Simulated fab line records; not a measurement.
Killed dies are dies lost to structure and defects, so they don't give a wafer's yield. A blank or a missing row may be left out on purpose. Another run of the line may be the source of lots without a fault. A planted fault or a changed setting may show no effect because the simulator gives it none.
Matching of chambers ; flow n5_finfet ; N5_BEOL_M6_PECVD_70 on pecvd-03: 3 sister chambers
The step deposits SiO2 from TEOS/O2, target thk 20 nm, time 22.7 s. 3 wafers are shown with their chamber, then 9 later ones without.

WAFERS WITH THEIR CHAMBER
wafer;chamber;showerhead_plenum_p_Torr (Torr)
L088.3;0;8.87
L088.5;2;8.74
L088.6;1;8.85

WAFERS WITH NO CHAMBER GIVEN
wafer;showerhead_plenum_p_Torr (Torr)
L087.3;8.86
L087.4;8.87
L087.6;8.89
L079.1;8.74
L079.2;8.85
L079.6;8.84
L096.1;8.85
L096.3;8.74
L096.6;8.88

CHAMBER TAKEN BY EACH
wafer;from the rows above;in truth
L087.3;can't be placed: 0 or 1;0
L087.4;0;0
L087.6;0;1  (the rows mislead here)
L079.1;2;2
L079.2;1;1
L079.6;1;1
L096.1;1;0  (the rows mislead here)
L096.3;2;2
L096.6;0;0
6 of 9 placed correctly. Cannot be placed on the basis of these rows: 1; the candidates contain the true chamber in 1. Number placed wrongly: 2.
How it was worked out, from the rows above alone: a wafer's distance from a chamber is the root of the sum, over the readings, of the square of ((its reading less the chamber's mean) divided by the reading's scatter). The wafer belongs to the nearest chamber; if the next one is less than 2 further off, it can't be placed. For every chamber, the mean is computed from those of its wafers that are shown. The scatter: root of mean squared gap, hidden wafer to nearest shown wafer, with one shown wafer a chamber.
